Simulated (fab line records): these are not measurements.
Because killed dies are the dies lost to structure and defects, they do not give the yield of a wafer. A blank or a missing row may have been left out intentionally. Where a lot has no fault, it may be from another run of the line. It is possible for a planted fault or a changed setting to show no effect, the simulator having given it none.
Matching of chambers    flow n5Finfet    N5_FIN_SAQP_ETCH_65 on rieSi-06: 4 sister chambers
The step etches SiO2 in CF4, target depth 4 nm, time 4.4 s. 20 wafers are shown with their chamber, then 10 later ones without.

== EACH WAFER AND ITS CHAMBER ==
wafer   chamber  throttleValvePct (%)  drypumpMotorCurrentA (A)  oesProductAu (a.u.)
L075.2  0        21.85                 6.5                       1.008
L075.3  2        21.47                 6.4                       0.993
L075.5  1        21.92                 6.4                       0.979
L078.1  3        21.45                 6.0                       1.006
L078.2  2        21.46                 6.4                       0.999
L078.3  1        21.91                 6.4                       0.983
L079.2  1        21.90                 6.4                       0.985
L079.4  3        21.43                 6.0                       1.008
L079.6  2        21.47                 6.3                       0.993
L080.1  0        21.84                 6.5                       1.013
L080.2  3        21.46                 6.0                       1.019
L080.6  3        21.45                 6.0                       1.007
L082.4  2        21.48                 6.3                       0.997
L082.5  0        21.86                 6.5                       0.999
L082.6  1        21.90                 6.4                       0.972
L090.2  3        21.44                 6.0                       1.017
L090.3  0        21.85                 6.5                       0.989
L090.4  2        21.45                 6.3                       1.000
L094.1  3        21.46                 6.0                       1.020
L094.2  2        21.47                 6.3                       0.985

SIGNATURES (means of the wafers above)
reading               chamber 0  chamber 1  chamber 2  chamber 3  scatter within a chamber
throttleValvePct      21.8500    21.9075    21.4667    21.4483    0.0103
drypumpMotorCurrentA  6.500      6.400      6.333      6.000      0.0289
oesProductAu          1.00225    0.97975    0.99450    1.01283    0.00705
Rule: distance of a wafer from a chamber = root of the sum over the readings of ((wafer's reading minus chamber's mean) / reading's scatter) squared. If the next closest chamber is less than 2 further off than the closest, the wafer can't be placed; otherwise it belongs to the closest. The scatter is the square root of a quotient: the sum, over the shown wafers, of each reading's squared deviation from its chamber's mean, divided by wafers minus chambers.

== WAFERS WITHOUT THEIR CHAMBER ==
wafer   throttleValvePct (%)  drypumpMotorCurrentA (A)  oesProductAu (a.u.)
L094.3  21.86                 6.5                       1.013
L095.1  21.90                 6.4                       0.978
L095.4  21.86                 6.5                       1.001
L095.5  21.91                 6.4                       0.980
L096.3  21.86                 6.5                       1.008
L096.5  21.46                 6.3                       0.993
L096.6  21.90                 6.4                       0.972
L097.1  21.44                 6.0                       1.010
L097.5  21.47                 6.4                       0.993
L097.6  21.90                 6.4                       0.979

== THE CHAMBER EACH PASSED THROUGH ==
wafer   from the rows above  in truth
L094.3  0                    0
L095.1  1                    1
L095.4  0                    0
L095.5  1                    1
L096.3  0                    0
L096.5  2                    2
L096.6  1                    1
L097.1  3                    3
L097.5  2                    2
L097.6  1                    1
10 of 10 placed correctly. Can't be placed from these rows: 0. Placed wrongly: 0.
